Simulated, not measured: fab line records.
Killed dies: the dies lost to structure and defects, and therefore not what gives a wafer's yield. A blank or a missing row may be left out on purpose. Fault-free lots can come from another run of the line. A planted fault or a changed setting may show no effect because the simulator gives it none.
fab line records | flow n5-finfet
record: lots: 7 wafers: 21
route steps=1938 shown WELL_APT@21 PMOS_HMC_CHANNEL_EPI@69 FIN_SAQP@108 SD_EPI_N@288 SD_EPI_P@295 SD_ACTIVATION@330 HKMG_FIN@427 GATE_CUT@481
start-h: hours from the record's opening day to when the first of the lot's shown wafers began | wait-h: hours since the lot's step before | " repeats the value in the row above | L1.1+2: a row that stands for several wafers | - no value, or no start was given | * or withheld: withheld | < > ~ a bound
route shown NAME@n: a module of which the file shows steps, and the number in the route of the first | usual: mean/standard deviation taken from wafers without a fault | same: alike in all rows | chamber/n: place in a boat | sites: readings site by site | _std_site: their standard deviation | _edge_site: the outer-site mean with the inner-site mean subtracted | radius-mm: how far each site lies from the wafer's centre | mask NAME#n: copy n | behind: tool/chamber where the wafer was last shaped | hold: cause of the lot's hold/its duration in hours/its outcome | device: the n, p or np transistor that did not switch | end of line: the tests these same wafers got at the end of their route | for a step that has no rows: nothing shown but its recipe | killed: dies that structure and defects cost at the first sort, which is not the same as the wafer's yield | map: dies across one wafer; x = killed, . = not, _ = none there
set.NAME: the setting as run; set.NAME@STEP: as run at that earlier step | model.NAME: the simulator's own value behind a step, which no gauge read
lots with deliberately changed settings; one table per step, one row per wafer
== steps ==
step: N5_WELL_APT_COAT_02
recipe: spin-rpm: 1357 resist-thk-nm: 950
columns lot.wafer tool chamber start-h wait-h set.spin-rpm model.coat_of_WELL_APT_COAT_02.thk-nm
L074.1 litho-track-04 0 - - 1357 951.5
L074.2 " 0 " " 1357 949.8
L074.3 " 0 " " 1357 950.5
L076.1 litho-track-01 0 - - 1357 953.5
L076.2 " 0 " " 1357 952
L076.4 " 0 " " 1410 934.4
L078.2 litho-track-01 0 - - 1357 949.7
L078.3 " 0 " " 1433 922.8
L078.6 " 0 " " 1357 949.5
L082.1 litho-track-01 0 - - 1357 949.4
L082.3 " 0 " " 1357 951.6
L082.4 " 0 " " 1430 926.4
L084.2 litho-track-02 0 - - 1402 939.1
L084.3 " 0 " " 1357 952.2
L084.5 " 0 " " 1357 950.3
L087.3 litho-track-04 0 - - 1357 955.3
L087.4 " 0 " " 1504 903.5
L087.5 " 0 " " 1357 956.6
L095.2 litho-track-04 0 - - 1357 953
L095.4 " 0 " " 1357 956.6
L095.5 " 0 " " 1357 957.5
step: N5_PMOS_HMC_CHANNEL_EPI_ETCH_32
recipe: chemistry: N2/H2 target: BARC stop-on: SiO2 target-depth-a: 858 over-etch-frac: 0.3 time-s: 50.3 ion-energy-ev: 200 mask-material: CAR-ArF-block pressure-mtorr: 30 source-w: 840 bias-w: 150 n2-flow-sccm: 200 h2-flow-sccm: 200
usual: rf-vpp-V: 524.3/2.9
columns lot.wafer tool chamber start-h wait-h set.bias-w rf-vpp-V
L074.1 rie-diel-01 2 17.75 0.0 150 527.7
L074.2 " 0 " " 150 520.3
L074.3 " 3 " " 150 521.5
L076.1 rie-diel-01 1 29.97 0.0 174.3 576.8
L076.2 " 0 " " 174.3 572.5
L076.4 " 2 " " 150 529.2
L078.2 rie-diel-06 3 41.51 0.0 150 522.8
L078.3 " 1 " " 150 518.3
L078.6 " 0 " " 150 527.6
L082.1 rie-diel-04 3 65.11 0.0 131.9 485.1
L082.3 " 2 " " 150 524.5
L082.4 " 3 " " 131.9 485.4
L084.2 rie-diel-06 0 77.52 0.0 156.9 542.3
L084.3 " 3 " " 150 523.8
L084.5 " 1 " " 156.9 533.5
L087.3 rie-diel-06 1 95.80 0.0 150 518.4
L087.4 " 3 " " 162.6 550.1
L087.5 " 0 " " 150 526.3
L095.2 rie-diel-04 2 143.79 0.0 150 523.7
L095.4 " 0 " " 150 526.5
L095.5 " 3 " " 150 527.0
step: N5_FIN_SAQP_EXPOSE_13
recipe: mask-id: FIN_CORE na: 1.35 source-shape: dipole sigma-inner: 0.538 sigma-outer: 0.738 polarization: te target-cd-nm: 35.6 dose-mj: 63.25
columns lot.wafer tool chamber start-h wait-h mask set.dose-mj
L074.1+2+3 arfi-scanner-02 0 21.65 - FIN_CORE#0 63.25
L076.1 arfi-scanner-03 0 33.83 - FIN_CORE#0 63.25
L076.2+4 " 0 " " FIN_CORE#0 59.33
L078.2+6 arfi-scanner-02 0 45.98 - FIN_CORE#0 60.24
L078.3 " 0 " " FIN_CORE#0 63.25
L082.1+3+4 arfi-scanner-01 0 70.56 - FIN_CORE#0 63.25
L084.2+5 arfi-scanner-01 0 83.32 - FIN_CORE#0 63.25
L084.3 " 0 " " FIN_CORE#0 64.56
L087.3 arfi-scanner-02 0 102.01 - FIN_CORE#0 63.25
L087.4+5 " 0 " " FIN_CORE#0 61.67
L095.2+4+5 arfi-scanner-01 0 148.29 - FIN_CORE#0 63.25
step: N5_FIN_SAQP_PEB_14
recipe: peb-temp-c: withheld peb-time-s: 60 resist: CAR-ArF
step: N5_FIN_SAQP_DEVELOP_15
recipe: develop-time-s: 30 developer: TMAH resist: CAR-ArF dev-temp-c: 23 rinse-liquid: diw dry: air-spin
step: N5_FIN_SAQP_CD_MEAS_16
recipe: target-cd-nm: 35.6 landing-energy-ev: 500 detector: se-inlens
usual: cd-nm: 35.8/0.38
columns lot.wafer tool chamber start-h wait-h set.dose-mj@FIN_SAQP_EXPOSE_13 cd-nm
L074.1 cd-sem-02 0 21.78 - 63.25 36.2
L074.2 " 0 " " 63.25 36.3
L074.3 " 0 " " 63.25 35.6
L076.1 cd-sem-01 0 33.96 - 63.25 35.6
L076.2 " 0 " " 59.33 37.9
L076.4 " 0 " " 59.33 37.7
L078.2 cd-sem-01 0 46.11 - 60.24 37.2
L078.3 " 0 " " 63.25 35.9
L078.6 " 0 " " 60.24 36.9
L082.1 cd-sem-02 0 70.69 - 63.25 36.6
L082.3 " 0 " " 63.25 35.7
L082.4 " 0 " " 63.25 35.8
L084.2 cd-sem-03 0 83.45 - 63.25 36.1
L084.3 " 0 " " 64.56 35.5
L084.5 " 0 " " 63.25 36.2
L087.3 cd-sem-01 0 102.13 - 63.25 35.1
L087.4 " 0 " " 61.67 36.0
L087.5 " 0 " " 61.67 35.4
L095.2 cd-sem-02 0 148.42 - 63.25 35.3
L095.4 " 0 " " 63.25 35.5
L095.5 " 0 " " 63.25 35.9
step: N5_SD_EPI_N_EPI_21
recipe: material: Si:P dopant: P temp-c: 680 pressure-torr: 255 time-s: 690
columns lot.wafer tool chamber start-h wait-h set.epi-growth-time-s model.Si-P_of_SD_EPI_N_EPI_21.thk-nm
L074.1+3 epi-rpcvd-04 0 50.36 0.2 690 59.2
L074.2 " 0 " " 690 59
L076.1 epi-rpcvd-03 0 62.73 0.1 690 58.6
L076.2 " 0 " " 619.6 54.2
L076.4 " 0 " " 690 59
L078.2 epi-rpcvd-01 0 76.03 0.5 690 58.4
L078.3 " 0 " " 690 58.6
L078.6 " 0 77.53 1.9 726.6 60.8
L082.1 epi-rpcvd-03 0 100.12 0.1 735.1 61.4
L082.3 " 0 " " 690 59
L082.4 " 0 " " 690 58.4
L084.2 epi-rpcvd-04 0 115.69 0.4 690 58.4
L084.3+5 " 0 " " 690 58.2
L087.3 epi-rpcvd-04 0 133.60 0.7 690 59.2
L087.4 " 0 " " 690 59.4
L087.5 " 0 " " 690 58.8
L095.2 epi-rpcvd-01 0 178.70 0.5 762.1 63
L095.4 " 0 " " 690 58.4
L095.5 " 0 " " 762.1 62.8
step: N5_SD_EPI_N_EPI_MEAS_23
recipe: mode: xrd
usual: thk-nm: 58.8/1.2
columns lot.wafer tool chamber start-h wait-h set.epi-growth-time-s@SD_EPI_N_EPI_21 thk-nm
L074.1 film-metro-01 - 52.63 1.9 690 59.5
L074.2 " - " " 690 58.9
L074.3 " - " " 690 58.8
L076.1 film-metro-01 - 64.45 1.4 690 58.6
L076.2 " - " " 619.6 54.1
L076.4 " - " " 690 59.1
L078.2 film-metro-02 - 77.94 1.5 690 58.5
L078.3 " - " " 690 58.1
L078.6 " - " " 726.6 61.2
L082.1 film-metro-01 - 101.84 1.4 735.1 60.3
L082.3 " - " " 690 58.8
L082.4 " - " " 690 55.7
L084.2 film-metro-02 - 117.13 1.2 690 59.7
L084.3 " - " " 690 56.2
L084.5 " - " " 690 56.8
L087.3 film-metro-02 - 134.76 0.9 690 60.6
L087.4 " - " " 690 60.1
L087.5 " - " " 690 58.4
L095.2 film-metro-01 - 180.60 1.5 762.1 62.2
L095.4 " - " " 690 57.1
L095.5 " - " " 762.1 62.9
step: N5_SD_EPI_N_PRECLEAN_24
recipe: chemistry: O3/DIW time-s: 60 temp-c: 22 o3-ppm: 10
columns lot.wafer tool chamber start-h wait-h set.epi-growth-time-s@SD_EPI_N_EPI_21 model.Si-P_of_SD_EPI_N_EPI_21.thk-nm
L074.1+3 wet-bench-03 3,7 52.67 0.0 690 58.8
L074.2 " 6 " " 690 58.6
L076.1 wet-bench-06 2 64.76 0.3 690 58.2
L076.2 " 5 " " 619.6 53.8
L076.4 " 6 " " 690 58.6
L078.2 wet-bench-03 4 77.98 0.0 690 58
L078.3 " 6 " " 690 58.2
L078.6 " 5 " " 726.6 60.2
L082.1 wet-bench-03 1 101.87 0.0 735.1 60.8
L082.3 " 6 " " 690 58.6
L082.4 " 5 " " 690 58
L084.2 wet-bench-01 6 117.17 0.0 690 58
L084.3+5 " 5,7 " " 690 57.8
L087.3+4 wet-bench-03 5,2 134.79 0.0 690 58.8
L087.5 " 6 " " 690 58.4
L095.2 wet-bench-06 1 180.64 0.0 762.1 62.6
L095.4 " 2 " " 690 58
L095.5 " 5 " " 762.1 62.4
step: N5_SD_EPI_P_COAT_34
recipe: resist: SOC temp-c: 250 time-s: 60 spin-rpm: 1500 resist-thk-nm: 350
columns lot.wafer tool chamber start-h wait-h set.spin-rpm model.SOC_of_SD_EPI_P_COAT_34.thk-nm
L074.1 litho-track-03 0 53.57 0.0 1500 352.4
L074.2 " 0 " " 1500 351.4
L074.3 " 0 " " 1500 350.6
L076.1 litho-track-03 0 65.77 0.0 1500 350.4
L076.2 " 0 " " 1500 349.4
L076.4 " 0 " " 1500 349.8
L078.2 litho-track-01 0 78.53 0.0 1609 337.6
L078.3 " 0 " " 1500 350.8
L078.6 " 0 " " 1500 350.2
L082.1 litho-track-03 0 102.46 0.0 1379 364.8
L082.3 " 0 " " 1500 350.4
L082.4 " 0 " " 1500 350
L084.2 litho-track-05 0 118.15 0.0 1500 349.8
L084.3 " 0 " " 1500 350.4
L084.5 " 0 " " 1547 343.4
L087.3+5 litho-track-01 0 135.43 0.0 1435 356.8
L087.4 " 0 " " 1500 349.4
L095.2+5 litho-track-03 0 182.41 0.0 1500 349.2
L095.4 " 0 " " 1500 349.8
step: N5_SD_EPI_P_COAT_35
recipe: resist: SiARC temp-c: 220 time-s: 60 spin-rpm: 1500 resist-thk-nm: 35
step: N5_SD_EPI_P_COAT_03
recipe: resist: CAR-ArF-block spin-rpm: 1500 resist-thk-nm: 150
step: N5_SD_ACTIVATION_RTA_00
recipe: temp-c: 975 time-s: 0 ambient: N2 idle-temp-c: 600 ramp-up-c-per-s: 150 ramp-down-c-per-s: 60 cool-to-c: 600
step: N5_SD_ACTIVATION_LSA_01
recipe: temp-c: 1080 time-s: 0.0008 ambient: N2
step: N5_SD_ACTIVATION_RS_MEAS_03
recipe: thk-meas-gauge: four-point-probe
usual: RS_SD_N: 21.89/0.26 RS_SD_P: 56.0/0.81
columns lot.wafer tool chamber start-h wait-h set.epi-growth-time-s@SD_EPI_N_EPI_21 RS_SD_N[ohm/sq] RS_SD_P[ohm/sq]
L074.1 film-metro-01 - 60.13 0.2 690 21.95 56.6
L074.2 " - " " 690 21.76 56.0
L074.3 " - " " 690 21.92 55.5
L076.1 film-metro-02 - 70.42 0.2 690 22.04 56.5
L076.2 " - " " 619.6 23.75 56.6
L076.4 " - " " 690 21.82 55.6
L078.2 film-metro-01 - 83.29 0.2 690 22.08 54.9
L078.3 " - " " 690 21.96 55.3
L078.6 " - " " 726.6 21.28 54.7
L082.1 film-metro-02 - 109.20 0.2 735.1 21.29 56.7
L082.3 " - " " 690 21.90 55.8
L082.4 " - " " 690 22.12 56.3
L084.2 film-metro-01 - 123.76 0.2 690 21.94 55.5
L084.3 " - " " 690 22.22 55.9
L084.5 " - " " 690 22.27 55.8
L087.3 film-metro-02 - 140.80 0.2 690 21.91 56.4
L087.4 " - " " 690 21.84 56.0
L087.5 " - " " 690 22.03 56.5
L095.2 film-metro-01 - 187.87 0.2 762.1 20.45 55.5
L095.4 " - " " 690 22.08 55.2
L095.5 " - " " 762.1 20.51 55.2
step: N5_HKMG_FIN_EXPOSE_09
recipe: mask-id: NWFM na: 1.35 source-shape: conventional sigma-outer: 0.8 polarization: unpolarized dose-mj: 39.25
columns lot.wafer tool chamber start-h wait-h mask set.dose-mj
L074.1+2+3 arfi-scanner-02 0 75.96 - NWFM#0 39.25
L076.1 arfi-scanner-02 0 86.19 - NWFM#0 41.48
L076.2+4 " 0 " " NWFM#0 39.25
L078.2 arfi-scanner-02 0 99.55 - NWFM#0 41.35
L078.3+6 " 0 " " NWFM#0 39.25
L082.1+3+4 arfi-scanner-03 0 125.61 - NWFM#0 41.64
L084.2 arfi-scanner-03 0 140.48 - NWFM#0 39.25
L084.3+5 " 0 " " NWFM#0 41.43
L087.3+4 arfi-scanner-01 0 157.34 - NWFM#0 42.14
L087.5 " 0 " " NWFM#0 39.25
L095.2+4 arfi-scanner-01 0 205.49 - NWFM#0 39.25
L095.5 " 0 " " NWFM#0 37.27
step: N5_HKMG_FIN_PEB_10
recipe: peb-temp-c: withheld peb-time-s: 60 resist: CAR-ArF
step: N5_HKMG_FIN_DEVELOP_11
recipe: develop-time-s: 30 developer: TMAH resist: CAR-ArF dev-temp-c: 23 rinse-liquid: diw dry: air-spin
step: N5_HKMG_FIN_CD_MEAS_12
recipe: target-cd-nm: 92.8 landing-energy-ev: 500 detector: se-inlens
usual: cd-nm: 93.0/0.66
columns lot.wafer tool chamber start-h wait-h set.dose-mj@HKMG_FIN_EXPOSE_09 cd-nm
L074.1 cd-sem-03 0 76.08 - 39.25 93.1
L074.2 " 0 " " 39.25 93.3
L074.3 " 0 " " 39.25 93.8
L076.1 cd-sem-01 0 86.31 - 41.48 96.5
L076.2 " 0 " " 39.25 92.5
L076.4 " 0 " " 39.25 93.1
L078.2 cd-sem-01 0 99.67 - 41.35 95.5
L078.3 " 0 " " 39.25 93.6
L078.6 " 0 " " 39.25 93.0
L082.1 cd-sem-03 0 125.74 - 41.64 96.0
L082.3 " 0 " " 41.64 96.2
L082.4 " 0 " " 41.64 96.6
L084.2 cd-sem-02 0 140.60 - 39.25 93.2
L084.3 " 0 " " 41.43 96.8
L084.5 " 0 " " 41.43 98.5
L087.3 cd-sem-02 0 157.46 - 42.14 98.7
L087.4 " 0 " " 42.14 98.2
L087.5 " 0 " " 39.25 92.9
L095.2 cd-sem-01 0 205.61 - 39.25 93.5
L095.4 " 0 " " 39.25 92.3
L095.5 " 0 " " 37.27 89.3
step: N5_GATE_CUT_COAT_07
recipe: resist: CAR-EUV spin-rpm: 1500 resist-thk-nm: 30
columns lot.wafer tool chamber start-h wait-h set.spin-rpm model.CAR-EUV_of_GATE_CUT_COAT_07.thk-nm
L074.1+2+3 litho-track-05 0 - - 1500 30
L076.1+4 litho-track-03 0 - - 1441 30.8
L076.2 " 0 " " 1500 30.2
L078.2 litho-track-03 0 - - 1500 30
L078.3+6 " 0 " " 1621 28.8
L082.1+3+4 litho-track-05 0 - - 1500 30
L084.2+3+5 litho-track-05 0 - - 1398 31
L087.3+4 litho-track-03 0 - - 1500 30
L087.5 " 0 " " 1415 31
L095.2 litho-track-04 0 - - 1398 31
L095.4 " 0 " " 1500 30.2
L095.5 " 0 " " 1398 31.2
step: N5_GATE_CUT_EBR_09
recipe: solvent: PGMEA ebr-width-mm: 1.5
step: N5_GATE_CUT_SOFTBAKE_08
recipe: temp-c: 110 time-s: 60 resist: CAR-EUV
step: N5_GATE_CUT_EXPOSE_10
recipe: mask-id: GATE_CUT na: 0.33 source-shape: annular sigma-inner: 0.35 sigma-outer: 0.8 polarization: unpolarized target-cd-nm: 20 dose-mj: 43.25
step: N5_GATE_CUT_PEB_11
recipe: peb-temp-c: 100 peb-time-s: 60 resist: CAR-EUV
step: N5_GATE_CUT_DEVELOP_12
recipe: develop-time-s: 30 developer: TMAH resist: CAR-EUV rinse-liquid: surfactant-rinse dry: air-spin dev-temp-c: 23
columns lot.wafer tool chamber start-h wait-h set.spin-rpm@GATE_CUT_COAT_07 model.CAR-EUV_of_GATE_CUT_COAT_07.thk-nm
L074.1 litho-track-05 0 - - 1500 29.4
L074.2+3 " 0 " " 1500 29.6
L076.1 litho-track-05 0 - - 1441 30.2
L076.2 " 0 " " 1500 29.6
L076.4 " 0 " " 1441 30.4
L078.2 litho-track-04 0 - - 1500 29.6
L078.3+6 " 0 " " 1621 28.4
L082.1+3+4 litho-track-03 0 - - 1500 29.6
L084.2+3+5 litho-track-04 0 - - 1398 30.4
L087.3+4 litho-track-04 0 - - 1500 29.6
L087.5 " 0 " " 1415 30.6
L095.2+5 litho-track-05 0 - - 1398 30.6
L095.4 " 0 " " 1500 29.6
step: N5_GATE_CUT_DESCUM_18
recipe: chemistry: O2 time-s: 7 source-power-w: 50 bias-power-w: 20 pressure-mtorr: 20 rf-frequency-hz: 2.712e+07 temp-c: 40 resist: CAR-EUV o2-flow-sccm: 225
columns lot.wafer tool chamber start-h wait-h set.time-s set.spin-rpm@GATE_CUT_COAT_07 model.CAR-EUV_of_GATE_CUT_COAT_07.thk-nm
L074.1+2+3 rie-diel-06 3,0,2 85.04 0.0 7 1500 26
L076.1 rie-diel-01 1 94.51 0.0 8.446 1441 26
L076.2 " 0 " " 8.446 1500 25.6
L076.4 " 3 " " 7 1441 27
L078.2 rie-diel-01 3 108.88 0.0 7.449 1500 25.8
L078.3 " 1 " " 7.449 1621 24.6
L078.6 " 1 " " 7 1621 25
L082.1+3 rie-diel-01 1,0 133.91 0.0 7 1500 26
L082.4 " 2 " " 7 1500 26.2
L084.2 rie-diel-06 3 151.11 2.0 7.564 1398 26.6
L084.3 " 0 " " 7 1398 27
L084.5 " 0 " " 7.564 1398 26.8
L087.3 rie-diel-06 0 166.73 0.4 7.939 1500 25.6
L087.4 " 3 " " 7 1500 26
L087.5 " 2 " " 7 1415 27
L095.2 rie-diel-06 0 214.05 0.1 7 1398 27.2
L095.4 " 3 " " 8.046 1500 25.6
L095.5 " 2 " " 8.046 1398 26.6
step: N5_GATE_CUT_ETCH_28
recipe: chemistry: N2/H2 target: underlayer target-depth-a: 130 mask-material: CAR-EUV time-s: 10.4 ion-energy-ev: 200 pressure-mtorr: 30 source-w: 840 bias-w: 150 n2-flow-sccm: 200 h2-flow-sccm: 200 ends: cleared
columns lot.wafer tool chamber start-h wait-h set.spin-rpm@GATE_CUT_COAT_07 set.time-s@GATE_CUT_DESCUM_18 model.CAR-EUV_of_GATE_CUT_COAT_07.thk-nm
L074.1+2+3 rie-diel-06 3,0,2 85.08 0.0 1500 7 14.6
L076.1 rie-diel-01 1 94.54 0.0 1441 8.446 14.6
L076.2 " 0 " " 1500 8.446 14.2
L076.4 " 3 " " 1441 7 15.6
L078.2 rie-diel-01 3 108.92 0.0 1500 7.449 14.6
L078.3 " 1 " " 1621 7.449 13.2
L078.6 " 1 " " 1621 7 13.4
L082.1+3 rie-diel-01 1,0 133.94 0.0 1500 7 14.6
L082.4 " 2 " " 1500 7 14.8
L084.2+5 rie-diel-06 3,0 151.14 0.0 1398 7.564 15.2
L084.3 " 0 " " 1398 7 15.6
L087.3 rie-diel-06 0 166.77 0.0 1500 7.939 14.2
L087.4 " 3 " " 1500 7 14.6
L087.5 " 2 " " 1415 7 15.4
L095.2 rie-diel-06 0 214.08 0.0 1398 7 15.6
L095.4 " 3 " " 1500 8.046 14.2
L095.5 " 2 " " 1398 8.046 15
step: N5_GATE_CUT_ETCH_36
recipe: chemistry: CF4 target: SiARC target-depth-a: 130 mask-material: CAR-EUV time-s: 21.7 ion-energy-ev: 80 pressure-mtorr: 40 source-w: 545 bias-w: 36 Ar_flow_sccm: 100 cf4-flow-sccm: 100 ends: cleared
columns lot.wafer tool chamber start-h wait-h set.spin-rpm@GATE_CUT_COAT_07 set.time-s@GATE_CUT_DESCUM_18 model.CAR-EUV_of_GATE_CUT_COAT_07.thk-nm
L074.1+2 rie-diel-06 3,0 85.10 0.0 1500 7 7
L074.3 " 2 " " 1500 7 6.8
L076.1 rie-diel-01 1 94.56 0.0 1441 8.446 7
L076.2 " 0 " " 1500 8.446 6.4
L076.4 " 3 " " 1441 7 8
L078.2 rie-diel-01 3 108.94 0.0 1500 7.449 6.8
L078.3 " 1 " " 1621 7.449 5.6
L078.6 " 1 " " 1621 7 5.8
L082.1+3+4 rie-diel-01 1,0,2 133.96 0.0 1500 7 7
L084.2+5 rie-diel-06 3,0 151.16 0.0 1398 7.564 7.6
L084.3 " 0 " " 1398 7 7.8
L087.3 rie-diel-06 0 166.79 0.0 1500 7.939 6.6
L087.4 " 3 " " 1500 7 7
L087.5 " 2 " " 1415 7 7.8
L095.2 rie-diel-06 0 214.10 0.0 1398 7 8
L095.4 " 3 " " 1500 8.046 6.6
L095.5 " 2 " " 1398 8.046 7.4
== key ==
split: step: N5_WELL_APT_COAT_02 setting: spin-rpm stated: 1357 by: wafer
response: step: N5_WELL_APT_COAT_02 reading: model.coat_of_WELL_APT_COAT_02.thk-nm change: -4.71 per: 1% r: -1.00
split: step: N5_PMOS_HMC_CHANNEL_EPI_ETCH_32 setting: bias-w stated: 150 by: wafer
response: step: N5_PMOS_HMC_CHANNEL_EPI_ETCH_32 reading: rf-vpp-V change: +3.02 per: 1% r: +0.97
split: step: N5_FIN_SAQP_EXPOSE_13 setting: dose-mj stated: 63.25 by: wafer
response: step: N5_FIN_SAQP_CD_MEAS_16 reading: cd-nm change: -0.306 per: 1% r: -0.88
split: step: N5_SD_EPI_N_EPI_21 setting: epi-growth-time-s stated: 690 by: wafer
response: step: N5_SD_EPI_N_EPI_21 reading: model.Si-P_of_SD_EPI_N_EPI_21.thk-nm change: +0.436 per: 1% r: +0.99
response: step: N5_SD_EPI_N_EPI_MEAS_23 reading: thk-nm change: * per: 1% r: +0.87
response: step: N5_SD_EPI_N_PRECLEAN_24 reading: model.Si-P_of_SD_EPI_N_EPI_21.thk-nm change: +0.427 per: 1% r: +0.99
response: step: N5_SD_ACTIVATION_RS_MEAS_03 reading: RS_SD_N change: -0.155 per: 1% r: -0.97
split: step: N5_SD_EPI_P_COAT_34 setting: spin-rpm stated: 1500 by: wafer
response: step: N5_SD_EPI_P_COAT_34 reading: model.SOC_of_SD_EPI_P_COAT_34.thk-nm change: -1.81 per: 1% r: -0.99
split: step: N5_HKMG_FIN_EXPOSE_09 setting: dose-mj stated: 39.25 by: wafer
response: step: N5_HKMG_FIN_CD_MEAS_12 reading: cd-nm change: +0.68 per: 1% r: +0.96
split: step: N5_GATE_CUT_COAT_07 setting: spin-rpm stated: 1500 by: wafer
response: step: N5_GATE_CUT_COAT_07 reading: model.CAR-EUV_of_GATE_CUT_COAT_07.thk-nm change: -0.15 per: 1% r: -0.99
response: step: N5_GATE_CUT_DEVELOP_12 reading: model.CAR-EUV_of_GATE_CUT_COAT_07.thk-nm change: -0.157 per: 1% r: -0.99
response: step: N5_GATE_CUT_DESCUM_18 reading: model.CAR-EUV_of_GATE_CUT_COAT_07.thk-nm change: -0.171 per: 1% r: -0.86
response: step: N5_GATE_CUT_ETCH_28 reading: model.CAR-EUV_of_GATE_CUT_COAT_07.thk-nm slope: -0.146 per: 1% together-with: time-s@GATE_CUT_DESCUM_18 explained: 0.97
response: step: N5_GATE_CUT_ETCH_36 reading: model.CAR-EUV_of_GATE_CUT_COAT_07.thk-nm slope: -0.14 per: 1% together-with: time-s@GATE_CUT_DESCUM_18 explained: 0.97
split: step: N5_GATE_CUT_DESCUM_18 setting: time-s stated: 7 by: wafer
response: step: N5_GATE_CUT_DESCUM_18 reading: model.CAR-EUV_of_GATE_CUT_COAT_07.thk-nm slope: -0.0422 per: 1% together-with: spin-rpm@GATE_CUT_COAT_07 explained: 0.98
response: step: N5_GATE_CUT_ETCH_28 reading: model.CAR-EUV_of_GATE_CUT_COAT_07.thk-nm slope: -0.0377 per: 1% together-with: spin-rpm@GATE_CUT_COAT_07 explained: 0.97
response: step: N5_GATE_CUT_ETCH_36 reading: model.CAR-EUV_of_GATE_CUT_COAT_07.thk-nm slope: -0.0396 per: 1% together-with: spin-rpm@GATE_CUT_COAT_07 explained: 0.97
